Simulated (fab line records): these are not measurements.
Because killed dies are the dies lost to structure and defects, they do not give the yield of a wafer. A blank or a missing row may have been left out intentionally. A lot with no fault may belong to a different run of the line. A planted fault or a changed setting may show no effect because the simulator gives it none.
Chamber matching ; flow n5_finfet ; 4 sister chambers for N5_BEOL_M0_SAQP_ETCH_84 on rie_diel-03
The step etches SOC in N2/H2, target depth 100 nm, overetch 20 nm, time 150 s. 8 wafers are shown with their chamber, then 11 later ones without.

EACH WAFER AND ITS CHAMBER
wafer;chamber;showerhead_plenum_p_Torr (Torr);drypump_motor_current_A (A)
L081.2;1;2.49;6.3
L083.3;3;2.59;5.2
L083.5;0;2.62;5.1
L084.5;0;2.62;5.1
L089.2;3;2.58;5.2
L089.3;2;2.61;5.6
L089.5;1;2.49;6.4
L092.3;2;2.61;5.7

WAFERS MISSING THEIR CHAMBER
wafer;showerhead_plenum_p_Torr (Torr);drypump_motor_current_A (A)
L092.4;2.48;6.4
L092.5;2.61;5.7
L093.1;2.58;5.2
L093.2;2.61;5.1
L093.6;2.48;6.4
L094.1;2.58;5.2
L094.2;2.48;6.3
L094.6;2.61;5.1
L095.2;2.58;5.2
L095.3;2.48;6.3
L095.6;2.58;5.2

THE CHAMBER EACH PASSED THROUGH
wafer;from the rows above;in truth
L092.4;1;1
L092.5;2;2
L093.1;3;3
L093.2;0;0
L093.6;1;1
L094.1;3;3
L094.2;1;1
L094.6;0;0
L095.2;3;3
L095.3;1;1
L095.6;3;3
Correctly placed: 11 of 11. Number that these rows cannot place: 0. 0 placed wrongly.
How it was worked out, from the rows above alone: a wafer's distance from a chamber is the root of the sum, over the readings, of the square of ((its reading less the chamber's mean) divided by the reading's scatter). If the next closest chamber is less than 2 further off than the closest, the wafer can't be placed; otherwise it belongs to the closest. A chamber's mean is the mean of its shown wafers. How the scatter is found: for the shown wafers, subtract from each reading the mean of its chamber, square and add these, divide the total by (wafers less chambers), then take the root.
